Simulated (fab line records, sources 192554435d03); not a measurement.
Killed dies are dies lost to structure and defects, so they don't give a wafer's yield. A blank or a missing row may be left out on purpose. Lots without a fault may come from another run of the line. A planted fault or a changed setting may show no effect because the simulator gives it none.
fab line records | flow n5_finfet
record lots=24 wafers=72 last_day=19
route steps=1938 shown FIN_SAQP@152 FIN_CUT@164 STI_FIN_REVEAL@196 DUMMY_GATE@214
lots that met no fault: from a run of the same line without faults
start_h: hours from the record's first day to the start of the lot's first wafer shown | wait_h: hours since the lot's step before | " the same as in the row above | L1.1+2: a row that stands for several wafers | - no value, or no start given | * or withheld: withheld | < > ~ a bound
route shown NAME@n: a module of which the file shows steps, and the number in the route of the first | usual: mean/standard deviation of fault-free wafers | same: alike in all rows | chamber/n: place in a boat | sites: the reading at each site | _std_site: their standard deviation | _edge_site: outer sites' mean less inner sites' | radius_mm: how far each site lies from the wafer's centre | mask NAME#n: copy n | behind: the tool/chamber that last shaped the wafer | hold: why the lot was held/for how many hours/how that ended | device: the transistor (n, p or np) that didn't switch | end of line: the same wafers' tests at the end of the route | a step without rows: its recipe alone | killed: dies lost to structure and defects at the first sort, not the wafer's yield | map: a wafer's dies, x killed, . not, _ none there
set.NAME: the setting as run; set.NAME@STEP: as run at that earlier step | model.NAME: the simulator's own value behind a step, which no gauge read
steps of the route over a sample of lots; a table a step, a row a wafer
services: from which hour (start_h, from the record's first day; less than 0 if before it) a tool's chamber was out of use, for how many hours, and why
## steps
# step N5_FIN_SAQP_OCD_MEAS_76
# usual trench_depth_nm=119.6/2.2
# columns lot.wafer tool chamber start_h wait_h trench_depth_nm
L074.1 ocd-02 - 29.09 0.0 119.2
L074.3 " - " " 122.4
L074.6 " - " " 121.9
L075.2 ocd-01 - 33.10 0.0 123.0
L075.4 " - " " 118.3
L075.6 " - " " 120.5
L076.1 ocd-02 - 40.14 0.0 116.4
L076.4 " - " " 119.9
L076.5 " - " " 119.1
L077.1 ocd-01 - 45.62 0.0 118.1
L077.4 " - " " 122.5
L077.5 " - " " 118.1
L078.1 ocd-02 - 51.78 0.0 118.6
L078.3 " - " " 119.8
L078.4 " - " " 122.2
L079.1 ocd-02 - 58.69 0.0 123.2
L079.4 " - " " 116.9
L079.6 " - " " 117.8
L080.1 ocd-01 - 63.27 0.0 119.6
L080.4 " - " " 117.2
L080.6 " - " " 123.5
L081.1 ocd-01 - 70.88 0.0 116.8
L081.3 " - " " 121.7
L081.4 " - " " 119.4
L082.3 ocd-02 - 77.08 0.0 117.5
L082.4 " - " " 118.3
L082.6 " - " " 117.7
L083.2 ocd-01 - 83.82 0.0 122.0
L083.4 " - " " 122.2
L083.6 " - " " 120.7
L084.1 ocd-01 - 92.50 0.0 120.0
L084.4 " - " " 120.7
L084.6 " - " " 122.1
L085.2 ocd-02 - 100.38 0.0 122.0
L085.3 " - " " 120.7
L085.4 " - " " 122.6
L086.1 ocd-01 - 100.84 0.0 116.0
L086.5 " - " " 116.2
L086.6 " - " " 119.4
L087.1 ocd-02 - 105.72 0.0 117.0
L087.2 " - " " 120.8
L087.5 " - " " 116.4
L088.1 ocd-02 - 111.66 0.0 118.2
L088.3 " - " " 117.6
L088.6 " - " " 119.0
L089.2 ocd-02 - 116.66 0.0 120.7
L089.3 " - " " 121.9
L089.6 " - " " 120.1
L090.3 ocd-02 - 124.88 0.0 122.6
L090.4 " - " " 120.7
L090.5 " - " " 118.0
L091.1 ocd-01 - 128.37 0.0 122.1
L091.2 " - " " 120.6
L091.6 " - " " 120.0
L092.1 ocd-02 - 135.17 0.0 121.4
L092.2 " - " " 118.3
L092.6 " - " " 121.9
L093.1 ocd-02 - 141.06 0.0 121.6
L093.4 " - " " 124.6
L093.6 " - " " 124.7
L094.1 ocd-01 - 145.73 0.0 118.0
L094.2 " - " " 116.8
L094.5 " - " " 122.4
L095.2 ocd-02 - 151.78 0.0 118.0
L095.5 " - " " 118.1
L095.6 " - " " 121.6
L096.2 ocd-02 - 164.85 0.0 121.4
L096.4 " - " " 122.2
L096.5 " - " " 120.9
L097.2 ocd-02 - 165.21 0.0 117.4
L097.3 " - " " 116.9
L097.6 " - " " 117.1
# step N5_FIN_CUT_OVL_MEAS_09
# recipe points_per_wafer=522
# usual FIN_CUT_OVL=-0.2/0.69
# columns lot.wafer tool chamber start_h wait_h FIN_CUT_OVL[nm]
L074.1 overlay-02 0 29.58 0.0 0.2
L074.3 " 0 " " 0.0
L074.6 " 0 " " -0.2
L075.2 overlay-01 0 33.47 0.0 -1.3
L075.4 " 0 " " -1.7
L075.6 " 0 " " -0.4
L076.1 overlay-02 0 40.50 0.0 0.0
L076.4 " 0 " " 0.0
L076.5 " 0 " " 0.5
L077.1 overlay-02 0 46.12 0.0 -1.0
L077.4 " 0 " " -1.2
L077.5 " 0 " " -1.1
L078.1 overlay-02 0 52.26 0.0 -0.2
L078.3 " 0 " " -1.2
L078.4 " 0 " " -0.6
L079.1 overlay-01 0 59.18 0.0 -0.7
L079.4 " 0 " " 0.0
L079.6 " 0 " " -0.4
L080.1 overlay-02 0 63.63 0.0 -0.4
L080.4 " 0 " " -0.5
L080.6 " 0 " " -0.5
L081.1 overlay-02 0 71.25 0.0 -0.6
L081.3 " 0 " " -1.5
L081.4 " 0 " " -1.1
L082.3 overlay-02 0 77.45 0.0 -0.6
L082.4 " 0 " " -0.3
L082.6 " 0 " " -0.3
L083.2 overlay-01 0 84.31 0.0 -0.3
L083.4 " 0 " " -0.1
L083.6 " 0 " " -0.8
L084.1 overlay-02 0 92.99 0.0 0.3
L084.4 " 0 " " 0.7
L084.6 " 0 " " 0.0
L085.2 overlay-02 0 100.88 0.0 -0.1
L085.3 " 0 " " 0.0
L085.4 " 0 " " 0.3
L086.1 overlay-01 0 101.21 0.0 -0.3
L086.5 " 0 " " -0.3
L086.6 " 0 " " -0.1
L087.1 overlay-01 0 106.21 0.0 -0.6
L087.2 " 0 " " -0.6
L087.5 " 0 " " -1.0
L088.1 overlay-01 0 112.05 0.0 0.8
L088.3 " 0 " " 0.2
L088.6 " 0 " " 0.3
L089.2 overlay-02 0 117.16 0.0 0.0
L089.3 " 0 " " 0.7
L089.6 " 0 " " 0.4
L090.3 overlay-01 0 125.26 0.0 -1.5
L090.4 " 0 " " 0.8
L090.5 " 0 " " -0.1
L091.1 overlay-01 0 128.86 0.0 0.2
L091.2 " 0 " " -0.9
L091.6 " 0 " " 0.3
L092.1 overlay-02 0 135.53 0.0 1.6
L092.2 " 0 " " 1.1
L092.6 " 0 " " 1.3
L093.1 overlay-02 0 141.43 0.0 -0.6
L093.4 " 0 " " -0.2
L093.6 " 0 " " 0.7
L094.1 overlay-02 0 146.22 0.0 0.2
L094.2 " 0 " " -0.4
L094.5 " 0 " " -0.3
L095.2 overlay-02 0 152.27 0.0 -1.1
L095.5 " 0 " " -0.9
L095.6 " 0 " " -0.6
L096.2 overlay-01 0 165.21 0.0 0.1
L096.4 " 0 " " 0.8
L096.5 " 0 " " 0.8
L097.2 overlay-01 0 165.58 0.0 0.4
L097.3 " 0 " " -0.3
L097.6 " 0 " " 0.5
# step N5_FIN_CUT_ETCH_20
# recipe chemistry=CF4 target=SiARC target_depth_a=260 mask_material=CAR-EUV time_s=43.3 ion_energy_ev=80 pressure_mtorr=40 source_w=545 bias_w=36 Ar_flow_sccm=100 cf4_flow_sccm=100 ends=cleared
# usual drypump_motor_current_A=5.8/0.47 etch_rf_on_time_s=42.9/1.1 oes_product_au=0.67/0.079 rf_fwd_power_W=535.2/2.9 rf_vpp_V=184.1/1.2 showerhead_plenum_p_Torr=2.15/0.072 throttle_valve_pct=15.67/0.23
# columns lot.wafer tool chamber start_h wait_h drypump_motor_current_A etch_rf_on_time_s oes_product_au rf_fwd_power_W rf_hours_counter_h rf_vpp_V showerhead_plenum_p_Torr throttle_valve_pct
L074.1 rie_diel-02 2 29.72 0.0 5.3 42.3 0.74 534.1 61 183.8 2.09 15.47
L074.3 " 1 " " 6.6 44.5 0.58 538.3 236 182.9 2.02 15.75
L074.6 " 2 " " 5.3 42.4 0.74 536.3 - 183.1 2.09 15.50
L075.2 rie_diel-02 0 33.61 0.0 6.1 41.9 0.64 535.9 197 185.4 2.22 15.42
L075.4 " 3 " " 5.3 43.2 0.59 531.4 244 184.3 2.19 16.17
L075.6 " 3 " " 5.2 43.4 0.59 531.1 - 185.4 2.19 16.17
L076.1 rie_diel-05 3 40.65 0.0 5.1 42.7 0.65 536.8 156 184.2 2.13 15.29
L076.4 " 2 " " 6.0 41.5 0.69 535.3 97 185.2 2.24 15.90
L076.5 " 0 " " 5.8 43.4 0.62 533.4 - 185.0 2.13 15.82
L077.1 rie_diel-06 3 46.28 0.0 6.0 44.8 0.62 538.0 153 183.8 2.07 15.85
L077.4 " 0 " " 5.2 42.1 0.69 540.2 95 182.0 1.99 15.77
L077.5 " 2 " " 6.1 44.8 0.58 535.7 - 183.8 2.19 16.06
L078.1 rie_diel-02 1 52.41 0.0 6.6 44.0 0.58 539.6 245 183.1 2.02 15.79
L078.3 " 2 " " 5.3 41.9 0.74 536.6 70 183.5 2.08 15.49
L078.4 " 1 " " 6.6 44.0 0.58 538.6 - 183.5 2.01 15.77
L079.1 rie_diel-06 3 59.33 0.0 6.0 43.9 0.63 539.7 158 183.3 2.06 15.86
L079.4 " 2 " " 6.1 44.1 0.58 535.0 - 182.8 2.19 16.08
L079.6 " 1 " " 6.5 41.7 0.68 537.0 - 184.0 2.13 15.84
L080.1 rie_diel-05 2 63.78 0.0 6.0 41.8 0.69 533.5 105 184.2 2.24 15.94
L080.4 " 3 " " 5.1 43.4 0.64 533.2 165 184.8 2.13 15.31
L080.6 " 3 " " 5.2 43.3 0.65 534.8 - 184.1 2.13 15.30
L081.1 rie_diel-05 2 71.40 0.0 6.0 42.5 0.68 537.0 107 183.5 2.24 15.94
L081.3 " 3 " " 5.1 43.6 0.63 536.5 168 183.9 2.13 15.30
L081.4 " 0 " " 5.8 44.1 0.61 539.6 218 185.0 2.12 15.84
L082.3 rie_diel-02 2 77.59 0.0 5.2 41.3 0.73 535.7 81 182.7 2.08 15.51
L082.4 " 3 " " 5.2 41.5 0.84 531.3 - 185.4 2.19 15.69
L082.6 " 2 " " 5.2 41.3 0.73 535.2 - 183.9 2.08 15.53
L083.2 rie_diel-02 3 84.45 0.0 5.2 41.6 0.83 529.2 9 184.3 2.19 15.71
L083.4 " 0 " " 6.1 42.0 0.62 532.3 - 183.8 2.21 15.45
L083.6 " 2 " " 5.3 42.2 0.72 533.5 - 182.6 2.08 15.51
L084.1 rie_diel-05 0 93.15 0.0 5.8 44.4 0.60 537.8 226 183.3 2.12 15.88
L084.4 " 3 " " 5.2 43.4 0.63 533.0 175 183.9 2.12 15.32
L084.6 " 0 " " 5.8 44.2 0.61 536.8 - 183.4 2.12 15.87
L085.2 rie_diel-02 0 101.04 0.0 6.1 42.1 0.61 530.2 226 185.0 2.21 15.46
L085.3 " 2 " " 5.3 42.2 0.71 534.3 91 184.0 2.08 15.55
L085.4 " 1 " " 6.6 42.9 0.83 536.3 1 185.4 2.27 15.29
L086.1 rie_diel-06 2 101.35 0.0 6.1 45.0 0.57 536.4 246 183.8 2.19 16.11
L086.5 " 0 " " 5.2 41.9 0.69 536.1 - 181.2 1.99 15.76
L086.6 " 1 " " 6.5 42.5 0.67 537.3 - 183.1 2.13 15.88
L087.1 rie_diel-02 0 106.36 0.0 6.1 42.3 0.61 527.3 227 184.9 2.21 15.48
L087.2 " 1 " " 6.6 43.5 0.82 538.3 2 185.4 2.26 15.29
L087.5 " 0 " " 6.1 41.9 0.62 528.8 - 185.1 2.21 15.46
L088.1 rie_diel-06 1 112.41 0.0 6.5 41.6 0.67 533.8 154 185.1 2.13 15.88
L088.3 " 3 " " 6.0 44.0 0.61 536.3 178 183.0 2.06 15.90
L088.6 " 3 " " 6.0 43.6 0.61 534.5 - 180.6 2.06 15.91
L089.2 rie_diel-02 3 117.30 0.0 5.2 41.6 0.81 530.1 21 186.1 2.18 15.73
L089.3 " 2 " " 5.2 41.9 0.71 537.8 96 182.6 2.07 15.54
L089.6 " 2 " " 5.3 41.8 0.71 537.6 - 182.1 2.07 15.55
L090.3 rie_diel-02 1 125.39 0.0 6.6 43.1 0.80 538.4 8 184.6 2.26 15.31
L090.4 " 3 " " 5.3 41.7 0.80 533.4 22 185.4 2.18 15.73
L090.5 " 2 " " 5.3 41.9 0.71 533.5 - 183.0 2.07 15.54
L091.1 rie_diel-02 2 129.63 0.0 5.3 42.2 0.70 535.4 100 183.7 2.07 15.55
L091.2 " 1 " " 6.5 43.3 0.79 539.3 10 185.9 2.26 15.32
L091.6 " 0 " " 6.1 42.0 0.60 529.9 - 184.0 2.21 15.48
L092.1 rie_diel-06 0 135.68 0.0 5.3 41.9 0.69 537.8 109 180.6 1.98 15.80
L092.2 " 1 " " 6.5 42.0 0.66 537.5 162 182.9 2.13 15.89
L092.6 " 1 " " 6.4 41.9 0.66 540.1 - 183.8 2.13 15.88
L093.1 rie_diel-05 1 141.57 0.0 5.7 45.0 0.59 539.8 210 185.7 2.20 15.65
L093.4 " 3 " " 5.1 43.3 0.62 533.5 190 183.8 2.12 15.34
L093.6 " 0 " " 5.8 43.7 0.59 535.9 - 184.2 2.12 15.91
L094.1 rie_diel-05 2 146.46 0.0 6.0 41.8 0.67 539.3 129 184.3 2.23 15.98
L094.2 " 0 " " 5.8 43.7 0.60 536.8 241 182.9 2.12 15.89
L094.5 " 0 " " 5.8 43.7 0.60 539.5 - 183.1 2.12 15.91
L095.2 rie_diel-05 1 152.41 0.0 5.6 44.2 0.59 536.4 213 186.4 2.20 15.65
L095.5 " 3 " " 5.1 43.3 0.62 534.7 - 183.9 2.12 15.33
L095.6 " 0 " " 5.8 43.7 0.60 535.8 - 183.1 2.12 15.91
L096.2 rie_diel-05 1 165.36 0.0 5.6 44.6 0.59 537.5 215 185.5 2.20 15.64
L096.4 " 0 " " 5.8 43.4 0.60 535.3 245 183.0 2.12 15.91
L096.5 " 1 " " 5.6 44.6 0.59 537.1 - 184.3 2.20 15.64
L097.2 rie_diel-02 1 165.72 0.0 6.5 42.3 0.78 539.1 18 184.8 2.26 15.32
L097.3 " 0 " " 6.2 41.7 0.60 532.9 241 184.4 2.20 15.51
L097.6 " 0 " " 6.1 41.8 0.60 532.2 - 184.7 2.20 15.48
# step N5_STI_FIN_REVEAL_RECESS_09
# recipe chemistry=HF/NH3 target=SiO2 afs_cycles=11 target_depth_a=425 temp_c=30 sublimation_temp_c=180 sublimation_time_s=60
# usual drypump_motor_current_A=6.22/0.24
# same sublimation_time_s=60
# columns lot.wafer tool chamber start_h wait_h drypump_motor_current_A
L074.1 vapor_etch-02 1 36.51 0.0 6.20
L074.3 " 1 " " 6.19
L074.6 " 0 " " 6.16
L075.2 vapor_etch-02 1 40.55 0.0 6.18
L075.4 " 1 " " 6.20
L075.6 " 0 " " 6.16
L076.1 vapor_etch-01 0 48.16 0.0 5.94
L076.4 " 1 " " 6.59
L076.5 " 0 " " 5.94
L077.1 vapor_etch-02 1 53.26 0.0 6.18
L077.4 " 0 " " 6.15
L077.5 " 0 " " 6.18
L078.1 vapor_etch-02 0 59.46 0.0 6.12
L078.3 " 1 " " 6.19
L078.4 " 0 " " 6.17
L079.1 vapor_etch-02 0 67.75 0.0 6.20
L079.4 " 1 " " 6.16
L079.6 " 0 " " 6.16
L080.1 vapor_etch-01 0 70.80 0.0 5.93
L080.4 " 0 " " 5.94
L080.6 " 0 " " 5.93
L081.1 vapor_etch-01 1 79.00 0.0 6.62
L081.3 " 1 " " 6.62
L081.4 " 0 " " 5.95
L082.3 vapor_etch-01 1 85.85 0.6 6.61
L082.4 " 0 " " 5.96
L082.6 " 0 " " 5.96
L083.2 vapor_etch-01 1 92.13 0.0 6.61
L083.4 " 1 " " 6.60
L083.6 " 0 " " 5.94
L084.1 vapor_etch-02 1 100.97 0.0 6.18
L084.4 " 0 " " 6.17
L084.6 " 1 " " 6.19
L085.2 vapor_etch-01 1 107.89 0.0 6.60
L085.3 " 1 " " 6.61
L085.4 " 0 " " 5.94
L086.1 vapor_etch-02 0 108.37 0.0 6.13
L086.5 " 0 109.43 1.1 6.17
L086.6 " 1 " " 6.17
L087.1 vapor_etch-02 1 113.20 0.0 6.17
L087.2 " 0 " " 6.16
L087.5 " 0 114.26 1.1 6.17
L088.1 vapor_etch-01 0 119.54 0.0 5.95
L088.3 " 0 " " 5.95
L088.6 " 0 " " 5.96
L089.2 vapor_etch-02 0 124.26 0.0 6.16
L089.3 " 0 " " 6.15
L089.6 " 0 " " 6.14
L090.3 vapor_etch-02 1 133.04 0.6 6.20
L090.4 " 0 " " 6.17
L090.5 " 0 " " 6.19
L091.1 vapor_etch-01 0 136.68 0.0 5.94
L091.2 " 1 " " 6.58
L091.6 " 0 138.10 1.4 5.94
L092.1 vapor_etch-01 1 142.52 0.0 6.60
L092.2 " 0 " " 5.94
L092.6 " 0 143.94 1.4 5.95
L093.1 vapor_etch-01 1 151.85 0.0 6.60
L093.4 " 0 " " 5.94
L093.6 " 1 " " 6.59
L094.1 vapor_etch-01 0 154.09 0.0 5.94
L094.2 " 1 " " 6.61
L094.5 " 0 155.15 1.1 5.93
L095.2 vapor_etch-02 0 159.77 0.0 6.19
L095.5 " 0 160.83 1.1 6.20
L095.6 " 1 " " 6.17
L096.2 vapor_etch-01 0 175.00 0.0 5.93
L096.4 " 0 " " 5.93
L096.5 " 0 " " 5.92
L097.2 vapor_etch-02 1 175.50 0.3 6.18
L097.3 " 1 " " 6.19
L097.6 " 1 " " 6.18
# step N5_DUMMY_GATE_ALD_02
# recipe material=SiO2 target_thk_a=20 temp_c=300 ald_precursor_family=BDEAS ald_co_reactant=O2-plasma pulse_time_s=1 pressure_torr=2
# usual heater_power_w=477/42 precursor_pulse_height_rel=1.001/0.019
# columns lot.wafer tool chamber start_h wait_h heater_power_w precursor_pulse_height_rel
L074.1 ald_sin-03 0 40.06 0.5 551 0.980
L074.3 " 3 " " 495 1.028
L074.6 " 1 " " 469 1.022
L075.2 ald_sin-02 0 43.43 0.0 450 1.004
L075.4 " 2 " " 467 0.996
L075.6 " 0 " " 441 1.012
L076.1 ald_sin-02 0 51.04 0.0 434 1.016
L076.4 " 2 " " 468 0.980
L076.5 " 2 " " 461 0.996
L077.1 ald_sin-04 2 56.14 0.0 533 1.029
L077.4 " 0 " " 406 0.985
L077.5 " 0 " " 413 0.985
L078.1 ald_sin-04 1 62.34 0.0 441 0.989
L078.3 " 0 " " 424 0.997
L078.4 " 3 " " 491 0.977
L079.1 ald_sin-02 2 70.64 0.0 460 0.991
L079.4 " 1 " " 468 1.016
L079.6 " 3 " " 469 1.013
L080.1 ald_sin-04 0 73.70 0.0 428 1.025
L080.4 " 3 " " 512 1.013
L080.6 " 0 " " 413 1.007
L081.1 ald_sin-04 3 82.87 1.0 505 0.990
L081.3 " 2 " " 542 0.999
L081.4 " 0 " " 413 0.989
L082.3 ald_sin-04 3 91.31 3.1 493 1.010
L082.4 " 0 " " 420 0.984
L082.6 " 0 " " 425 0.975
L083.2 ald_sin-03 2 96.58 1.6 473 1.005
L083.4 " 0 " " 529 0.992
L083.6 " 2 " " 481 1.013
L084.1 ald_sin-04 0 103.88 0.0 415 0.999
L084.4 " 2 " " 547 1.002
L084.6 " 0 " " 423 1.015
L085.2 ald_sin-04 3 110.80 0.0 486 0.975
L085.3 " 2 " " 556 0.992
L085.4 " 0 " " 423 1.000
L086.1 ald_sin-04 2 111.28 0.0 553 1.009
L086.5 " 3 " " 494 0.959
L086.6 " 2 " " 549 1.001
L087.1 ald_sin-02 3 116.28 0.1 484 1.043
L087.2 " 0 " " 453 1.013
L087.5 " 2 " " 463 1.017
L088.1 ald_sin-04 2 122.55 0.1 562 1.031
L088.3 " 1 " " 438 0.958
L088.6 " 0 " " 418 0.995
L089.2 ald_sin-04 3 127.16 0.0 508 1.012
L089.3 " 0 " " 420 0.972
L089.6 " 3 " " 497 1.021
L090.3 ald_sin-04 3 135.39 0.0 501 1.036
L090.4 " 1 " " 439 1.000
L090.5 " 0 " " 429 1.004
L091.1 ald_sin-03 2 140.11 0.0 481 1.023
L091.2 " 3 " " 511 1.006
L091.6 " 3 " " 491 0.986
L092.1 ald_sin-02 2 145.96 0.0 478 1.017
L092.2 " 0 " " 439 0.986
L092.6 " 0 " " 438 1.004
L093.1 ald_sin-03 1 154.98 0.0 477 0.961
L093.4 " 0 " " 548 0.992
L093.6 " 1 " " 470 1.017
L094.1 ald_sin-02 3 158.10 1.1 487 1.004
L094.2 " 2 " " 466 0.992
L094.5 " 1 " " 468 1.004
L095.2 ald_sin-03 0 163.53 0.9 545 0.957
L095.5 " 0 " " 553 1.008
L095.6 " 3 " " 488 1.020
L096.2 ald_sin-04 2 178.26 0.4 552 1.016
L096.4 " 2 " " 539 1.005
L096.5 " 2 " " 545 1.021
L097.2 ald_sin-04 2 178.40 0.0 557 1.008
L097.3 " 0 " " 414 0.975
L097.6 " 0 " " 426 1.020
# step N5_DUMMY_GATE_ETCH_36
# recipe chemistry=CF4 target=SiARC target_depth_a=130 pressure_mtorr=40 source_w=545 bias_w=36 Ar_flow_sccm=100 cf4_flow_sccm=100 ion_energy_ev=80
# usual drypump_motor_current_A=5.8/0.44 oes_product_au=0.77/0.082 rf_fwd_power_W=539.4/2 rf_vpp_V=184.0/1.3 showerhead_plenum_p_Torr=2.15/0.071 throttle_valve_pct=15.73/0.23
# columns lot.wafer tool chamber start_h wait_h drypump_motor_current_A oes_product_au rf_fwd_power_W rf_hours_counter_h rf_vpp_V showerhead_plenum_p_Torr throttle_valve_pct
L074.1 rie_diel-02 1 48.69 0.0 6.5 0.68 541.0 243 185.0 2.02 15.77
L074.3 " 3 " " 5.3 0.68 537.1 250 183.8 2.19 16.22
L074.6 " 3 " " 5.2 0.69 537.8 - 183.5 2.19 16.19
L075.2 rie_diel-06 1 52.29 0.0 6.4 0.80 537.2 132 183.9 2.14 15.84
L075.4 " 2 " " 6.1 0.67 540.7 236 184.7 2.19 16.10
L075.6 " 2 " " 6.1 0.67 540.9 - 184.5 2.19 16.09
L076.1 rie_diel-05 3 60.19 0.0 5.1 0.76 538.1 164 184.8 2.13 15.30
L076.4 " 0 " " 5.8 0.72 538.9 215 184.4 2.13 15.85
L076.5 " 1 " " 5.6 0.71 538.9 - 185.4 2.21 15.59
L077.1 rie_diel-06 1 64.80 0.0 6.5 0.81 540.4 137 184.2 2.13 15.86
L077.4 " 1 " " 6.5 0.80 539.8 - 183.9 2.13 15.84
L077.5 " 3 " " 6.0 0.73 539.8 - 182.6 2.06 15.85
L078.1 rie_diel-06 2 73.04 0.0 6.1 0.67 541.8 244 184.1 2.19 16.10
L078.3 " 3 " " 6.0 0.73 538.2 164 182.3 2.06 15.86
L078.4 " 3 " " 5.9 0.73 538.5 - 181.0 2.06 15.87
L079.1 rie_diel-06 3 79.31 0.0 6.0 0.73 539.7 166 184.5 2.06 15.87
L079.4 " 1 " " 6.5 0.79 537.5 - 185.4 2.13 15.85
L079.6 " 1 " " 6.5 0.80 539.8 - 185.3 2.13 15.86
L080.1 rie_diel-06 3 82.43 0.0 6.0 0.72 539.8 168 181.6 2.06 15.85
L080.4 " 1 " " 6.5 0.79 537.0 - 184.3 2.13 15.87
L080.6 " 1 " " 6.5 0.79 537.9 - 184.3 2.13 15.87
L081.1 rie_diel-05 2 91.55 0.0 6.0 0.80 539.0 113 185.8 2.24 15.95
L081.3 " 0 " " 5.8 0.71 541.4 225 184.5 2.12 15.88
L081.4 " 3 " " 5.2 0.75 537.9 175 185.0 2.12 15.34
L082.3 rie_diel-05 3 101.87 0.0 5.1 0.74 539.8 179 184.8 2.12 15.33
L082.4 " 2 " " 6.0 0.79 543.0 117 185.1 2.24 15.96
L082.6 " 0 " " 5.7 0.71 542.7 - 183.6 2.12 15.87
L083.2 rie_diel-05 2 105.22 0.0 5.9 0.79 540.6 118 185.4 2.24 15.96
L083.4 " 0 " " 5.8 0.71 540.5 230 183.3 2.12 15.88
L083.6 " 0 " " 5.8 0.71 536.5 - 183.0 2.12 15.88
L084.1 rie_diel-05 1 112.75 0.0 5.6 0.70 540.8 204 184.6 2.21 15.64
L084.4 " 3 " " 5.1 0.74 540.3 183 183.8 2.12 15.35
L084.6 " 1 " " 5.6 0.69 539.8 - 184.2 2.21 15.64
L085.2 rie_diel-02 2 119.66 0.0 5.3 0.83 541.4 97 182.6 2.07 15.55
L085.3 " 0 " " 6.1 0.71 535.7 231 185.3 2.21 15.48
L085.4 " 3 " " 5.2 0.95 534.3 21 185.4 2.18 15.74
L086.1 rie_diel-02 2 120.42 0.0 5.3 0.82 541.1 97 182.7 2.07 15.55
L086.5 " 0 " " 6.1 0.71 535.5 - 183.9 2.21 15.47
L086.6 " 3 " " 5.3 0.95 535.2 - 184.4 2.18 15.73
L087.1 rie_diel-06 3 128.02 0.0 6.0 0.71 539.2 183 182.2 2.06 15.91
L087.2 " 1 " " 6.5 0.77 539.0 159 183.5 2.13 15.90
L087.5 " 0 " " 5.2 0.81 538.9 - 183.0 1.99 15.79
L088.1 rie_diel-02 0 134.95 0.0 6.1 0.72 536.8 235 184.8 2.21 15.49
L088.3 " 2 " " 5.3 0.83 540.2 101 183.3 2.07 15.56
L088.6 " 1 " " 6.5 0.92 539.5 - 186.0 2.26 15.31
L089.2 rie_diel-02 0 135.78 0.0 6.1 0.71 537.0 235 184.8 2.21 15.47
L089.3 " 2 " " 5.3 0.80 538.0 102 182.4 2.07 15.55
L089.6 " 1 " " 6.6 0.92 539.6 - 184.6 2.26 15.32
L090.3 rie_diel-05 2 145.98 0.0 6.0 0.79 539.6 129 185.0 2.23 15.99
L090.4 " 0 " " 5.8 0.70 538.8 241 182.5 2.12 15.91
L090.5 " 1 " " 5.6 0.69 538.6 - 184.0 2.20 15.64
L091.1 rie_diel-06 2 148.72 0.0 6.1 0.96 537.3 3 184.9 2.19 15.62
L091.2 " 3 " " 6.0 0.70 539.4 189 180.4 2.05 15.91
L091.6 " 2 " " 6.1 0.96 538.9 - 184.0 2.19 15.63
L092.1 rie_diel-02 0 154.75 0.0 6.2 0.70 533.8 240 184.7 2.21 15.50
L092.2 " 1 " " 6.5 0.92 541.1 16 186.0 2.26 15.34
L092.6 " 1 " " 6.5 0.90 541.5 - 184.9 2.26 15.34
L093.1 rie_diel-05 1 163.60 0.0 5.6 0.69 540.1 215 184.4 2.20 15.65
L093.4 " 0 " " 5.8 0.69 539.7 244 182.8 2.12 15.91
L093.6 " 3 " " 5.1 0.72 537.9 - 183.3 2.12 15.36
L094.1 rie_diel-06 3 166.96 0.0 6.0 0.71 540.5 193 183.1 2.05 15.92
L094.2 " 1 " " 6.5 0.77 539.7 169 183.8 2.12 15.91
L094.5 " 2 " " 6.1 0.95 541.0 - 186.2 2.19 15.63
L095.2 rie_diel-05 0 172.88 0.0 5.8 0.70 540.6 247 183.2 2.11 15.92
L095.5 " 0 " " 5.8 0.70 541.7 - 185.2 2.11 15.92
L095.6 " 1 " " 5.6 0.68 541.7 - 184.6 2.20 15.65
L096.2 rie_diel-05 1 187.05 0.0 5.6 0.68 541.6 221 184.2 2.20 15.66
L096.4 " 1 " " 5.6 0.68 543.1 - 184.1 2.20 15.66
L096.5 " 3 " " 5.1 0.71 538.2 - 182.3 2.12 15.38
L097.2 rie_diel-06 2 187.09 0.0 6.1 0.92 540.1 12 184.0 2.18 15.64
L097.3 " 3 " " 6.0 0.71 539.6 198 182.4 2.05 15.93
L097.6 " 2 " " 6.1 0.93 538.6 - 183.8 2.18 15.63
## services
# columns tool chamber start_h hours kind
ald_sin-02 1 7.42 4.1 repair
rie_diel-06 - 23.51 0.1 repair
rie_diel-06 3 41.17 1.7 repair
rie_diel-02 3 49.74 - clean
rie_diel-02 3 49.74 - consumable_replace:focus_ring
rie_diel-02 3 49.74 12.9 scheduled_down
rie_diel-02 3 49.74 12.9 vent_cycle
rie_diel-06 0 57.25 43.9 repair
rie_diel-02 1 62.64 - clean
rie_diel-02 1 62.64 - consumable_replace:focus_ring
rie_diel-02 1 62.64 - consumable_replace:showerhead
rie_diel-02 1 62.64 36.3 scheduled_down
rie_diel-02 1 62.64 36.3 vent_cycle
ald_sin-03 3 76.15 22.1 repair
rie_diel-06 2 76.37 23.5 repair
ald_sin-03 - 78.53 14.6 pm
ald_sin-02 0 78.91 3.3 repair
rie_diel-06 0 117.80 3.6 repair
ald_sin-03 3 135.05 4.0 repair
rie_diel-02 - 145.67 1.1 repair
ald_sin-03 - 176.99 14.0 pm
rie_diel-06 3 177.16 1.4 repair
rie_diel-05 0 186.26 - clean
rie_diel-05 0 186.26 - consumable_replace:focus_ring
## key
fault none
